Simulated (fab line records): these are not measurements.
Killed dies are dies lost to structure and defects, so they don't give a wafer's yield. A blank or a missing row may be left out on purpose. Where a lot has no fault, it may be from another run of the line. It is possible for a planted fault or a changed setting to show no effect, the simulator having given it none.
Commonality check across tools + flow n5_finfet + 9 lots and 27 wafers in the sample

THE REASON FOR OPENING IT
Flagged at N5_BEOL_M4_INSPECT_30: reading raw_defect_count, on 3 of 9 lots. Wafers without a fault read 375, standard deviation 78.
Rule: flag the lot when none of its wafers has a number, or when each of its wafers that has one lies beyond 4 standard deviations from that mean. All remaining lots are regarded as sound.

| lot  | measured     | on                | raw_defect_count, wafer by wafer | flag    |
|------|--------------|-------------------|----------------------------------|---------|
| L176 | day 8 17:52  | defect_inspect-01 | 369 336 360                      |         |
| L179 | day 9 02:02  | defect_inspect-01 | 429 364 236                      |         |
| L184 | day 10 00:18 | defect_inspect-01 | 402 314 265                      |         |
| L191 | day 12 07:14 | defect_inspect-01 | 1452 1472 1412                   | FLAGGED |
| L193 | day 12 09:19 | defect_inspect-01 | 1581 1506 1496                   | FLAGGED |
| L192 | day 12 15:41 | defect_inspect-02 | 1590 1628 1573                   | FLAGGED |
| L194 | day 12 18:44 | defect_inspect-02 | 470 435 568                      |         |
| L197 | day 14 01:35 | defect_inspect-01 | 491 476 487                      |         |
| L199 | day 14 13:34 | defect_inspect-02 | 418 249 337                      |         |
On average the flagged lots' numbers are 1523, which is +1148 against the usual, or +15 standard deviations.

WHICH TOOL EACH LOT WENT THROUGH
The record holds 2 process steps before the reading, out of a route of 1938 steps. Each cell gives the tool, then ch followed by the chambers the sampled wafers passed through, then the start.
| lot  | flag    | N5_BEOL_M4_ETCH_74                 | N5_BEOL_M4_STRIP_19                |
|------|---------|------------------------------------|------------------------------------|
| L176 |         | rie_diel-04 ch 2,3, day 8 17:02    | rie_diel-04 ch 1,2,3, day 8 17:23  |
| L179 |         | rie_diel-05 ch 0,1, day 9 01:01    | rie_diel-04 ch 0,1, day 9 01:26    |
| L184 |         | rie_diel-04 ch 0,1,3, day 9 23:17  | rie_diel-05 ch 1,2,3, day 9 23:41  |
| L191 | FLAGGED | rie_diel-03 ch 1,2,3, day 12 06:20 | rie_diel-04 ch 1,3, day 12 06:46   |
| L193 | FLAGGED | rie_diel-04 ch 1,2,3, day 12 08:26 | rie_diel-04 ch 0,1,2, day 12 08:50 |
| L192 | FLAGGED | rie_diel-05 ch 0,1,3, day 12 14:44 | rie_diel-04 ch 0,1,3, day 12 15:11 |
| L194 |         | rie_diel-04 ch 0,2, day 12 17:54   | rie_diel-03 ch 0,1,3, day 12 18:14 |
| L197 |         | rie_diel-03 ch 0,2,3, day 14 00:47 | rie_diel-03 ch 0,2,3, day 14 01:07 |
| L199 |         | rie_diel-05 ch 0,1, day 14 12:35   | rie_diel-05 ch 1,2, day 14 12:55   |
What these steps do:
- N5_BEOL_M4_ETCH_74: etches underlayer in N2/H2, target depth 6.5 nm, time 5.2 s.
- N5_BEOL_M4_STRIP_19: strips in O2.
- N5_BEOL_M4_INSPECT_30: inspects for defects (brightfield).

FLAGGED OVER TOTAL, TOOL BY TOOL (the gauges that took the reading come last)
| step                  | tool              | lots run | flagged | share of the flagged lots | sound lots run after its first flagged lot |
|-----------------------|-------------------|----------|---------|---------------------------|--------------------------------------------|
| N5_BEOL_M4_ETCH_74    | rie_diel-03       | 2        | 1       | some                      | 1 (L197)                                   |
| N5_BEOL_M4_ETCH_74    | rie_diel-04       | 4        | 1       | some                      | 1 (L194)                                   |
| N5_BEOL_M4_ETCH_74    | rie_diel-05       | 3        | 1       | some                      | 1 (L199)                                   |
| N5_BEOL_M4_STRIP_19   | rie_diel-03       | 2        | 0       | none                      | -                                          |
| N5_BEOL_M4_STRIP_19   | rie_diel-04       | 5        | 3       | all                       | 0                                          |
| N5_BEOL_M4_STRIP_19   | rie_diel-05       | 2        | 0       | none                      | -                                          |
| N5_BEOL_M4_INSPECT_30 | defect_inspect-01 | 6        | 2       | some                      | 1 (L197)                                   |
| N5_BEOL_M4_INSPECT_30 | defect_inspect-02 | 3        | 1       | some                      | 2 (L194,L199)                              |

WHAT IS ALLOWED BY THE TABLE
In the table, 1 row covers all flagged lots: rie_diel-04 at N5_BEOL_M4_STRIP_19.
- rie_diel-04 at N5_BEOL_M4_STRIP_19: 3 of its 5 lots flagged. Last sound lot L179 at day 9 01:26, first flagged lot L191 at day 12 06:46; a fault beginning in between fits.
Just one tool remains: rie_diel-04 at N5_BEOL_M4_STRIP_19.

WHAT THE SIMULATOR HAD PUT IN
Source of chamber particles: rie_diel-04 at N5_BEOL_M4_STRIP_19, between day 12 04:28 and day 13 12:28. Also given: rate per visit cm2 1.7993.
Lots struck among those shown: L191, L193, L192. This agrees with what the rule above found.
